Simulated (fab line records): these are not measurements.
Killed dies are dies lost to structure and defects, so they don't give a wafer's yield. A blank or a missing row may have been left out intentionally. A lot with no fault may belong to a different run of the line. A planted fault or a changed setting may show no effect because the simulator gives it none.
Split-lot study -- flow n5 finfet -- 21 wafers read from 7 lots, route of 1938 steps

## THE SPLIT ITSELF
At N5_MOL_CONTACT_COAG_VIA_ETCH_117 (etches SiO2 in C4F6/O2, target depth 40 nm, overetch 8 nm, time 26 s), the setting bias w was moved away from the recipe's 455 W on 7 of the 21 wafers read, by -8.0% to +16.3%. This setting was run at the recipe's value on the other wafers.

The reading is taken at the split's own step.

## THE READING
rf vpp V, in V, at N5_MOL_CONTACT_COAG_VIA_ETCH_117 (etches SiO2 in C4F6/O2, target depth 40 nm, overetch 8 nm, time 26 s). Typical for fault-free wafers on this fab line: 1589 V, with standard deviation 18 V.

wafer,"tool, chamber at the split","bias w as run, W",against the recipe,"rf vpp V, V",against lot-mates on the recipe
L075.2,"rie diel-02, 2",455,recipe,1567,-
L075.3,"rie diel-02, 1",455,recipe,1604,-
L075.4,"rie diel-02, 3",455,recipe,1611,-
L081.3,"rie diel-02, 2",418.8,-8.0%,1473,-111
L081.5,"rie diel-02, 2",455,recipe,1566,-
L081.6,"rie diel-02, 1",455,recipe,1602,-
L083.3,"rie diel-04, 1",455,recipe,1591,-
L083.5,"rie diel-04, 0",455,recipe,1614,-
L083.6,"rie diel-04, 3",419.4,-7.8%,1478,-124
L085.4,"rie diel-04, 2",529.1,+16.3%,1762,+186
L085.5,"rie diel-04, 3",529.1,+16.3%,1756,+180
L085.6,"rie diel-04, 2",455,recipe,1576,-
L089.1,"rie diel-02, 2",496.7,+9.2%,1671,+102
L089.3,"rie diel-02, 3",496.7,+9.2%,1717,+148
L089.6,"rie diel-02, 0",455,recipe,1569,-
L094.1,"rie diel-04, 3",455,recipe,1570,-
L094.3,"rie diel-04, 0",455,recipe,1612,-
L094.6,"rie diel-04, 3",455,recipe,1571,-
L096.1,"rie diel-02, 1",497.9,+9.4%,1712,+126
L096.4,"rie diel-02, 2",455,recipe,1564,-
L096.5,"rie diel-02, 3",455,recipe,1607,-

THE FIT
A straight line over all 21 wafers: rf vpp V changes by +11.6 V for each +1% of bias w; r = +0.97; the points scatter about the line by 20 V.
The same after taking each lot's own level away (the mean of its wafers on the recipe; 21 wafers): +12.5 V for each +1%; r = +0.97; scatter 19 V.
On that fit, the largest move of bias w shifts the reading by 2e+02 V.
From 1569.0 to 1602.5 V: that is the span of the lots' own levels, equal to 1.9 times the standard deviation above.
The two slopes are in agreement: the lot-to-lot level therefore moves the slope only a little.
Check: with one of the wafers moved furthest among these (+16.3%) left out of the fit, the line predicts +208 V for it against its lot-mates. Against them it came out at +186 V.
Tool readings at the split's step, against how far the setting was moved: rf vpp V r = +0.97.

## OTHER SPLITS ON THESE WAFERS
Other splits were also applied to these wafers ahead of the reading. Each is held against what the fit with the lots' levels taken away leaves over:
other split on the same wafers,wafers away from the commonest value,r with rf vpp V (lot level and that fit taken away)
N5_SDB_COAT_03 spin rpm,7,+0.08
N5_SDB_CUT_ETCH_26 icp w,10,+0.34
N5_GATE_CUT_COAT_35 spin rpm,8,-0.13
N5_GATE_CUT_COAT_27 spin rpm,2,+0.14
N5_MOL_CONTACT_COAG_COAT_76 spin rpm,7,+0.23
N5_MOL_CONTACT_COAG_COAT_77 spin rpm,6,+0.09

## THE FILE'S OWN FIT
rf vpp V changes by +12.8 V for each +1% of bias w, r = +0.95.
